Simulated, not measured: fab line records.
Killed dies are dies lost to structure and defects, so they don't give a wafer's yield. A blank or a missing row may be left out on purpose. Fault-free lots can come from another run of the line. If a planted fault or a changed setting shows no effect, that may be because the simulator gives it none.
fab line records :: flow n5_finfet
[record]
  lots = 4
  wafers = 12
  last_day = 18
route steps=1938 shown GATE_CUT@486 BEOL_M4@1111
lots that met no fault: from a run of the same line without faults
start_h: hours from the record's opening day to when the first of the lot's shown wafers began :: wait_h: time in hours since the lot's previous step :: " same as the row above :: L1.1+2: several wafers, shown together as one row :: - either no value or no given start :: * or withheld: withheld :: < > ~ a bound
route shown NAME@n: names a module that has steps shown in the file, with the first one's number in the route :: usual: mean and standard deviation over wafers with no fault :: same: alike in all rows :: chamber/n: place in a boat :: sites: each site's reading :: _std_site: standard deviation of those values :: _edge_site: inner sites' mean taken away from outer sites' mean :: radius_mm: how far each site lies from the wafer's centre :: mask NAME#n: copy n :: behind: the most recent tool/chamber to have shaped the wafer :: hold: why the lot went on hold/how many hours it stayed there/how the hold came to an end :: device: names the non-switching transistor (n, p or np) :: end of line: at the end of the route, the tests of the same wafers :: where a step has no rows: the recipe by itself :: killed: dies that structure and defects cost at the first sort, which is not the same as the wafer's yield :: map: the dies of a wafer, with x for killed, . for not killed, _ for no die there
set.NAME: the setting the step ran with; set.NAME@STEP: the setting that earlier step ran with :: model.NAME: the simulator's own value behind a step, which no gauge read
lots at selected steps of the route; one table per step, one row per wafer
services: the hour from which a tool's chamber was out of use, counted from the record's first day as start_h (under 0 if before that day), plus the number of hours and why
[[steps]]
[step N5_GATE_CUT_DEVELOP_12]
[recipe]
  develop_time_s = 30
  developer = TMAH
  resist = CAR-EUV
  rinse_liquid = surfactant_rinse
  dry = air_spin
  dev_temp_c = 23
[step N5_GATE_CUT_DESCUM_18]
[recipe]
  chemistry = O2
  time_s = 7
  source_power_w = 50
  bias_power_w = 20
  pressure_mtorr = 20
  rf_frequency_hz = 2.712e+07
  temp_c = 40
  resist = CAR-EUV
  o2_flow_sccm = 225
[step N5_GATE_CUT_ETCH_28]
[recipe]
  chemistry = N2/H2
  target = underlayer
  target_depth_a = 130
  mask_material = CAR-EUV
  time_s = 10.4
  ion_energy_ev = 200
  pressure_mtorr = 30
  source_w = 840
  bias_w = 150
  n2_flow_sccm = 200
  h2_flow_sccm = 200
  ends = cleared
[step N5_GATE_CUT_ETCH_36]
[recipe]
  chemistry = CF4
  target = SiARC
  target_depth_a = 130
  mask_material = CAR-EUV
  time_s = 21.7
  ion_energy_ev = 80
  pressure_mtorr = 40
  source_w = 545
  bias_w = 36
  Ar_flow_sccm = 100
  cf4_flow_sccm = 100
  ends = cleared
[step N5_GATE_CUT_ETCH_37]
[recipe]
  chemistry = N2/H2
  target = SOC
  target_depth_a = 600
  overetch_a = 120
  mask_material = SiARC
  temp_c = 40
  time_s = 90
  ion_energy_ev = 200
  pressure_mtorr = 30
  source_w = 840
  bias_w = 150
  n2_flow_sccm = 200
  h2_flow_sccm = 200
[step N5_GATE_CUT_STRIP_38]
[recipe]
  chemistry = N2/H2
  temp_c = 40
  n2_flow_sccm = 200
  h2_flow_sccm = 200
  rf_frequency_hz = 6e+07
[step N5_GATE_CUT_STRIP_39]
[recipe]
  chemistry = N2/H2
  temp_c = 40
  n2_flow_sccm = 200
  h2_flow_sccm = 200
  rf_frequency_hz = 6e+07
[step N5_GATE_CUT_HM_OPEN_40]
[recipe]
  chemistry = C4F6/O2
  target = SiO2
  mask_material = SiARC
  target_depth_a = 1390
  time_s = 85.1
  ion_energy_ev = 250
  pressure_mtorr = 30
  source_w = 345
  bias_w = 185
  Ar_flow_sccm = 300
  C4F6_flow_sccm = 10
  O2_flow_sccm = 10
  ends = cleared
[step N5_GATE_CUT_STRIP_41]
[recipe]
  chemistry = CF4
  resist = SiARC
  power_w = 300
  bias_power_w = 75
  pressure_mtorr = 50
  cf4_flow_sccm = 150
  rf_frequency_hz = 6e+07
[step N5_GATE_CUT_STRIP_42]
[recipe]
  chemistry = O2
  power_w = 400
  temp_c = 40
  pressure_mtorr = 30
  rf_frequency_hz = 6e+07
  bias_power_w = 0
  overash_fraction = 0.3
  o2_flow_sccm = 225
[usual]
  bias_power_w = 0/0
  chamber_pressure_mTorr = 30.003/0.027
  drypump_motor_current_A = 5.62/0.29
  oes_product_au = 0.76/0.071
  overash_fraction = 0.3/0
  rf_vpp_V = 3.7/0.43
  showerhead_plenum_p_Torr = 2.13/0.045
  throttle_valve_pct = 16.68/0.25
lot.wafer: L308.1
tool: rie_diel-05
chamber: 3
start_h: 129.09
wait_h: 0.0
bias_power_w: 0
chamber_pressure_mTorr: 30.030
drypump_motor_current_A: 5.53
oes_product_au: 0.70
overash_fraction: 0.3
rf_hours_counter_h: 201
rf_vpp_V: 3.3
showerhead_plenum_p_Torr: 2.08
throttle_valve_pct: 16.94
model.SOC_of_GATE_CUT_COAT_34.thk_nm: 0

lot.wafer: L308.2
tool: rie_diel-05
chamber: 2
start_h: 129.09
wait_h: 0.0
bias_power_w: 0
chamber_pressure_mTorr: 30.004
drypump_motor_current_A: 5.55
oes_product_au: 0.87
overash_fraction: 0.3
rf_hours_counter_h: 37
rf_vpp_V: 3.6
showerhead_plenum_p_Torr: 2.12
throttle_valve_pct: 16.49
model.SOC_of_GATE_CUT_COAT_34.thk_nm: 0

lot.wafer: L308.4
tool: rie_diel-05
chamber: 1
start_h: 129.09
wait_h: 0.0
bias_power_w: 0
chamber_pressure_mTorr: 29.960
drypump_motor_current_A: 5.28
oes_product_au: 0.82
overash_fraction: 0.3
rf_hours_counter_h: 72
rf_vpp_V: 4.0
showerhead_plenum_p_Torr: 2.12
throttle_valve_pct: 16.42
model.SOC_of_GATE_CUT_COAT_34.thk_nm: 0

lot.wafer: L314.2
tool: rie_diel-05
chamber: 1
start_h: 163.08
wait_h: 0.0
bias_power_w: -
chamber_pressure_mTorr: -
drypump_motor_current_A: -
oes_product_au: -
overash_fraction: -
rf_hours_counter_h: -
rf_vpp_V: -
showerhead_plenum_p_Torr: -
throttle_valve_pct: -
model.SOC_of_GATE_CUT_COAT_34.thk_nm: 33.2

lot.wafer: L314.4
tool: rie_diel-05
chamber: 3
start_h: 163.08
wait_h: 0.0
bias_power_w: -
chamber_pressure_mTorr: -
drypump_motor_current_A: -
oes_product_au: -
overash_fraction: -
rf_hours_counter_h: -
rf_vpp_V: -
showerhead_plenum_p_Torr: -
throttle_valve_pct: -
model.SOC_of_GATE_CUT_COAT_34.thk_nm: 32.6

lot.wafer: L314.5
tool: rie_diel-05
chamber: 1
start_h: 163.08
wait_h: 0.0
bias_power_w: -
chamber_pressure_mTorr: -
drypump_motor_current_A: -
oes_product_au: -
overash_fraction: -
rf_hours_counter_h: -
rf_vpp_V: -
showerhead_plenum_p_Torr: -
throttle_valve_pct: -
model.SOC_of_GATE_CUT_COAT_34.thk_nm: 32.6

lot.wafer: L315.1
tool: rie_diel-01
chamber: 2
start_h: 168.52
wait_h: 0.0
bias_power_w: -
chamber_pressure_mTorr: -
drypump_motor_current_A: -
oes_product_au: -
overash_fraction: -
rf_hours_counter_h: -
rf_vpp_V: -
showerhead_plenum_p_Torr: -
throttle_valve_pct: -
model.SOC_of_GATE_CUT_COAT_34.thk_nm: 32.8

lot.wafer: L315.4
tool: rie_diel-01
chamber: 3
start_h: 168.52
wait_h: 0.0
bias_power_w: -
chamber_pressure_mTorr: -
drypump_motor_current_A: -
oes_product_au: -
overash_fraction: -
rf_hours_counter_h: -
rf_vpp_V: -
showerhead_plenum_p_Torr: -
throttle_valve_pct: -
model.SOC_of_GATE_CUT_COAT_34.thk_nm: 33.2

lot.wafer: L315.5
tool: rie_diel-01
chamber: 2
start_h: 168.52
wait_h: 0.0
bias_power_w: -
chamber_pressure_mTorr: -
drypump_motor_current_A: -
oes_product_au: -
overash_fraction: -
rf_hours_counter_h: -
rf_vpp_V: -
showerhead_plenum_p_Torr: -
throttle_valve_pct: -
model.SOC_of_GATE_CUT_COAT_34.thk_nm: 32.8

lot.wafer: L324.3
tool: rie_diel-05
chamber: 0
start_h: 224.72
wait_h: 0.0
bias_power_w: 0
chamber_pressure_mTorr: 29.982
drypump_motor_current_A: 6.06
oes_product_au: 0.74
overash_fraction: 0.3
rf_hours_counter_h: 179
rf_vpp_V: 3.7
showerhead_plenum_p_Torr: 2.18
throttle_valve_pct: 16.57
model.SOC_of_GATE_CUT_COAT_34.thk_nm: 0

lot.wafer: L324.5
tool: rie_diel-05
chamber: 2
start_h: 224.72
wait_h: 0.0
bias_power_w: 0
chamber_pressure_mTorr: 30.023
drypump_motor_current_A: 5.56
oes_product_au: 0.82
overash_fraction: 0.3
rf_hours_counter_h: -
rf_vpp_V: 3.9
showerhead_plenum_p_Torr: 2.11
throttle_valve_pct: 16.56
model.SOC_of_GATE_CUT_COAT_34.thk_nm: 0

lot.wafer: L324.6
tool: rie_diel-05
chamber: 3
start_h: 224.72
wait_h: 0.0
bias_power_w: 0
chamber_pressure_mTorr: 29.962
drypump_motor_current_A: 5.54
oes_product_au: 0.68
overash_fraction: 0.3
rf_hours_counter_h: -
rf_vpp_V: 4.4
showerhead_plenum_p_Torr: 2.07
throttle_valve_pct: 16.99
model.SOC_of_GATE_CUT_COAT_34.thk_nm: 0
[step N5_GATE_CUT_ETCH_19]
[recipe]
  chemistry = CH3F/O2
  target = SiNx
  mask_material = SiO2
  target_depth_a = 537
  time_s = 76.7
  pressure_mtorr = 30
  source_w = 395
  bias_w = 73
  Ar_flow_sccm = 150
  CH3F_flow_sccm = 30
  O2_flow_sccm = 20
  ion_energy_ev = 120
  ends = cleared
[usual]
  drypump_motor_current_A = 5.61/0.29
  etch_rf_on_time_s = 76.9/1.3
  oes_o_777_au = 0.77/0.072
  oes_product_au = 0.65/0.061
  rf_fwd_power_W = 391.0/1.6
  rf_vpp_V = 298/4.8
  showerhead_plenum_p_Torr = 2.03/0.046
  throttle_valve_pct = 16.35/0.2
lot.wafer: L308.1
tool: rie_diel-05
chamber: 3
start_h: 129.13
wait_h: 0.0
drypump_motor_current_A: 5.54
etch_rf_on_time_s: 78.2
oes_o_777_au: 0.71
oes_product_au: 0.60
rf_fwd_power_W: 389.5
rf_hours_counter_h: 201
rf_vpp_V: 295
showerhead_plenum_p_Torr: 1.98
throttle_valve_pct: 16.58
model.SOC_of_GATE_CUT_COAT_34.thk_nm: 0

lot.wafer: L308.2
tool: rie_diel-05
chamber: 2
start_h: 129.13
wait_h: 0.0
drypump_motor_current_A: 5.55
etch_rf_on_time_s: 76.3
oes_o_777_au: 0.88
oes_product_au: 0.75
rf_fwd_power_W: 391.2
rf_hours_counter_h: 37
rf_vpp_V: 303
showerhead_plenum_p_Torr: 2.04
throttle_valve_pct: 16.26
model.SOC_of_GATE_CUT_COAT_34.thk_nm: 0

lot.wafer: L308.4
tool: rie_diel-05
chamber: 1
start_h: 129.13
wait_h: 0.0
drypump_motor_current_A: 5.28
etch_rf_on_time_s: 76.6
oes_o_777_au: 0.84
oes_product_au: 0.71
rf_fwd_power_W: 390.8
rf_hours_counter_h: 72
rf_vpp_V: 306
showerhead_plenum_p_Torr: 2.01
throttle_valve_pct: 16.00
model.SOC_of_GATE_CUT_COAT_34.thk_nm: 0

lot.wafer: L314.2
tool: rie_diel-05
chamber: 1
start_h: 163.12
wait_h: 0.0
drypump_motor_current_A: 5.26
etch_rf_on_time_s: 75.7
oes_o_777_au: 0.83
oes_product_au: 0.70
rf_fwd_power_W: 390.7
rf_hours_counter_h: 82
rf_vpp_V: 305
showerhead_plenum_p_Torr: 2.00
throttle_valve_pct: 16.02
model.SOC_of_GATE_CUT_COAT_34.thk_nm: 13.6

lot.wafer: L314.4
tool: rie_diel-05
chamber: 3
start_h: 163.12
wait_h: 0.0
drypump_motor_current_A: 5.56
etch_rf_on_time_s: 77.7
oes_o_777_au: 0.71
oes_product_au: 0.59
rf_fwd_power_W: 388.4
rf_hours_counter_h: 211
rf_vpp_V: 296
showerhead_plenum_p_Torr: 1.98
throttle_valve_pct: 16.61
model.SOC_of_GATE_CUT_COAT_34.thk_nm: 12.8

lot.wafer: L314.5
tool: rie_diel-05
chamber: 1
start_h: 163.12
wait_h: 0.0
drypump_motor_current_A: 5.24
etch_rf_on_time_s: 76.1
oes_o_777_au: 0.83
oes_product_au: 0.70
rf_fwd_power_W: 391.3
rf_hours_counter_h: -
rf_vpp_V: 305
showerhead_plenum_p_Torr: 2.00
throttle_valve_pct: 16.00
model.SOC_of_GATE_CUT_COAT_34.thk_nm: 13

lot.wafer: L315.1
tool: rie_diel-01
chamber: 2
start_h: 168.56
wait_h: 0.0
drypump_motor_current_A: 5.25
etch_rf_on_time_s: 76.6
oes_o_777_au: 0.70
oes_product_au: 0.58
rf_fwd_power_W: 389.4
rf_hours_counter_h: 226
rf_vpp_V: 298
showerhead_plenum_p_Torr: 1.98
throttle_valve_pct: 16.36
model.SOC_of_GATE_CUT_COAT_34.thk_nm: 13.2

lot.wafer: L315.4
tool: rie_diel-01
chamber: 3
start_h: 168.56
wait_h: 0.0
drypump_motor_current_A: 5.71
etch_rf_on_time_s: 74.9
oes_o_777_au: 0.74
oes_product_au: 0.65
rf_fwd_power_W: 392.1
rf_hours_counter_h: 193
rf_vpp_V: 302
showerhead_plenum_p_Torr: 2.07
throttle_valve_pct: 16.15
model.SOC_of_GATE_CUT_COAT_34.thk_nm: 13.4

lot.wafer: L315.5
tool: rie_diel-01
chamber: 2
start_h: 168.56
wait_h: 0.0
drypump_motor_current_A: 5.27
etch_rf_on_time_s: 76.6
oes_o_777_au: 0.70
oes_product_au: 0.58
rf_fwd_power_W: 389.7
rf_hours_counter_h: -
rf_vpp_V: 297
showerhead_plenum_p_Torr: 1.98
throttle_valve_pct: 16.36
model.SOC_of_GATE_CUT_COAT_34.thk_nm: 13.2

lot.wafer: L324.3
tool: rie_diel-05
chamber: 0
start_h: 224.76
wait_h: 0.0
drypump_motor_current_A: 6.08
etch_rf_on_time_s: 75.4
oes_o_777_au: 0.74
oes_product_au: 0.63
rf_fwd_power_W: 391.0
rf_hours_counter_h: 179
rf_vpp_V: 299
showerhead_plenum_p_Torr: 2.10
throttle_valve_pct: 16.33
model.SOC_of_GATE_CUT_COAT_34.thk_nm: 0

lot.wafer: L324.5
tool: rie_diel-05
chamber: 2
start_h: 224.76
wait_h: 0.0
drypump_motor_current_A: 5.57
etch_rf_on_time_s: 75.7
oes_o_777_au: 0.84
oes_product_au: 0.72
rf_fwd_power_W: 392.6
rf_hours_counter_h: -
rf_vpp_V: 305
showerhead_plenum_p_Torr: 2.03
throttle_valve_pct: 16.31
model.SOC_of_GATE_CUT_COAT_34.thk_nm: 0

lot.wafer: L324.6
tool: rie_diel-05
chamber: 3
start_h: 224.76
wait_h: 0.0
drypump_motor_current_A: 5.55
etch_rf_on_time_s: 77.9
oes_o_777_au: 0.70
oes_product_au: 0.59
rf_fwd_power_W: 392.2
rf_hours_counter_h: -
rf_vpp_V: 295
showerhead_plenum_p_Torr: 1.97
throttle_valve_pct: 16.64
model.SOC_of_GATE_CUT_COAT_34.thk_nm: 0
[step N5_GATE_CUT_CUT_ETCH_53]
[recipe]
  chemistry = SF6/Cl2
  target = W
  mask_material = SiO2
  target_depth_a = 792
  pressure_mtorr = 8
  icp_w = 900
  bias_w = 80
  SF6_flow_sccm = 40
  Cl2_flow_sccm = 60
  ends = cleared
[step N5_BEOL_M4_RC_MEAS_101]
[usual]
  DIBL_N = 35.8/1.5
  DIBL_P = 35.9/1.8
  IOFF_N = 0.152/0.025
  IOFF_P = 0.21/0.031
  ION_N = 672/11
  ION_P = 462/7.4
  SS_N = 71.5/0.52
  SS_P = 73.2/0.54
  VT_N = 250/3
  VT_P = -250/3.3
lot.wafer: L308.1
tool: prober-02
chamber: 0
start_h: 208.85
wait_h: 0.0
DIBL_N[mV/V]: 37.1
DIBL_P[mV/V]: 36.5
IOFF_N[nA/um]: 0.136
IOFF_P[nA/um]: 0.18
ION_N[uA/um]: 659
ION_P[uA/um]: 458
SS_N[mV/dec]: 71.9
SS_P[mV/dec]: 73.8
VT_N[mV]: 251
VT_P[mV]: -255

lot.wafer: L308.2
tool: prober-02
chamber: 0
start_h: 208.85
wait_h: 0.0
DIBL_N[mV/V]: 35.2
DIBL_P[mV/V]: 33.9
IOFF_N[nA/um]: 0.110
IOFF_P[nA/um]: 0.14
ION_N[uA/um]: 656
ION_P[uA/um]: 447
SS_N[mV/dec]: 70.9
SS_P[mV/dec]: 72.4
VT_N[mV]: 257
VT_P[mV]: -261

lot.wafer: L308.4
tool: prober-02
chamber: 0
start_h: 208.85
wait_h: 0.0
DIBL_N[mV/V]: 34.8
DIBL_P[mV/V]: 33.8
IOFF_N[nA/um]: 0.112
IOFF_P[nA/um]: 0.14
ION_N[uA/um]: 671
ION_P[uA/um]: 448
SS_N[mV/dec]: 70.8
SS_P[mV/dec]: 73.8
VT_N[mV]: 255
VT_P[mV]: -258

lot.wafer: L314.2
tool: prober-02
chamber: 0
start_h: 244.38
wait_h: 0.2
DIBL_N[mV/V]: 37.2
DIBL_P[mV/V]: 36.9
IOFF_N[nA/um]: 0.168
IOFF_P[nA/um]: 0.23
ION_N[uA/um]: 680
ION_P[uA/um]: 467
SS_N[mV/dec]: 71.7
SS_P[mV/dec]: 73.2
VT_N[mV]: 248
VT_P[mV]: -247

lot.wafer: L314.4
tool: prober-02
chamber: 0
start_h: 244.38
wait_h: 0.2
DIBL_N[mV/V]: 34.6
DIBL_P[mV/V]: 34.5
IOFF_N[nA/um]: 0.126
IOFF_P[nA/um]: 0.19
ION_N[uA/um]: 661
ION_P[uA/um]: 463
SS_N[mV/dec]: 71.7
SS_P[mV/dec]: 72.6
VT_N[mV]: 255
VT_P[mV]: -253

lot.wafer: L314.5
tool: prober-02
chamber: 0
start_h: 244.38
wait_h: 0.2
DIBL_N[mV/V]: 33.3
DIBL_P[mV/V]: 31.8
IOFF_N[nA/um]: 0.108
IOFF_P[nA/um]: 0.16
ION_N[uA/um]: 658
ION_P[uA/um]: 456
SS_N[mV/dec]: 70.8
SS_P[mV/dec]: 72.7
VT_N[mV]: 254
VT_P[mV]: -254

lot.wafer: L315.1
tool: prober-01
chamber: 0
start_h: 246.32
wait_h: 0.0
DIBL_N[mV/V]: 35.7
DIBL_P[mV/V]: 35.7
IOFF_N[nA/um]: 0.149
IOFF_P[nA/um]: 0.20
ION_N[uA/um]: 672
ION_P[uA/um]: 463
SS_N[mV/dec]: 71.2
SS_P[mV/dec]: 73.1
VT_N[mV]: 250
VT_P[mV]: -252

lot.wafer: L315.4
tool: prober-01
chamber: 0
start_h: 246.32
wait_h: 0.0
DIBL_N[mV/V]: 33.6
DIBL_P[mV/V]: 33.1
IOFF_N[nA/um]: 0.120
IOFF_P[nA/um]: 0.17
ION_N[uA/um]: 662
ION_P[uA/um]: 451
SS_N[mV/dec]: 71.3
SS_P[mV/dec]: 72.5
VT_N[mV]: 252
VT_P[mV]: -255

lot.wafer: L315.5
tool: prober-01
chamber: 0
start_h: 246.32
wait_h: 0.0
DIBL_N[mV/V]: 34.6
DIBL_P[mV/V]: 34.6
IOFF_N[nA/um]: 0.135
IOFF_P[nA/um]: 0.18
ION_N[uA/um]: 679
ION_P[uA/um]: 467
SS_N[mV/dec]: 71.5
SS_P[mV/dec]: 72.9
VT_N[mV]: 251
VT_P[mV]: -254

lot.wafer: L324.3
tool: prober-02
chamber: 0
start_h: 321.31
wait_h: 0.3
DIBL_N[mV/V]: 33.7
DIBL_P[mV/V]: 33.5
IOFF_N[nA/um]: 0.125
IOFF_P[nA/um]: 0.17
ION_N[uA/um]: 660
ION_P[uA/um]: 456
SS_N[mV/dec]: 71.3
SS_P[mV/dec]: 72.7
VT_N[mV]: 253
VT_P[mV]: -253

lot.wafer: L324.5
tool: prober-02
chamber: 0
start_h: 321.31
wait_h: 0.3
DIBL_N[mV/V]: 36.9
DIBL_P[mV/V]: 36.4
IOFF_N[nA/um]: 0.165
IOFF_P[nA/um]: 0.21
ION_N[uA/um]: 670
ION_P[uA/um]: 455
SS_N[mV/dec]: 72.2
SS_P[mV/dec]: 72.7
VT_N[mV]: 251
VT_P[mV]: -251

lot.wafer: L324.6
tool: prober-02
chamber: 0
start_h: 321.31
wait_h: 0.3
DIBL_N[mV/V]: 32.6
DIBL_P[mV/V]: 32.1
IOFF_N[nA/um]: 0.106
IOFF_P[nA/um]: 0.16
ION_N[uA/um]: 652
ION_P[uA/um]: 455
SS_N[mV/dec]: 71.2
SS_P[mV/dec]: 72.3
VT_N[mV]: 255
VT_P[mV]: -255
[[services]]
tool: rie_diel-01
chamber: 0
start_h: 126.57
hours: -
kind: clean

tool: rie_diel-01
chamber: 0
start_h: 126.57
hours: -
kind: consumable_replace:focus_ring

tool: rie_diel-01
chamber: 0
start_h: 126.57
hours: 18.5
kind: scheduled_down

tool: rie_diel-01
chamber: 0
start_h: 126.57
hours: 18.5
kind: vent_cycle

tool: rie_diel-01
chamber: 3
start_h: 157.99
hours: 1.5
kind: repair
[[key]]
[first_sign]
  step = N5_GATE_CUT_STRIP_42
  reading = tool_record
  direction = missing
effect none on later readings
[model_effect]
  step = N5_GATE_CUT_STRIP_42
  value = SOC_of_GATE_CUT_COAT_34.thk_nm
  without = 0
  struck = 32.87
[model_effect]
  step = N5_GATE_CUT_ETCH_19
  value = SOC_of_GATE_CUT_COAT_34.thk_nm
  without = 0
  struck = 13.2
met_at N5_GATE_CUT_STRIP_42
struck_wafers L314.2,L314.4,L314.5,L315.1,L315.4,L315.5
[baseline_loss]
  step = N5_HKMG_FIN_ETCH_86
  wafers = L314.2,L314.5
onset_between 129.09 163.08
[fault]
  kind = skipped_step_whole
  tool = rie_diel-01,rie_diel-05
  chamber = -
  onset_h = 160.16
  steps = N5_GATE_CUT_STRIP_42
  scope = struck_lots_only
// baseline_loss: these wafers lose ten dies or more at that step, a loss of the line's own and not of a fault; the sort's usual values leave them out
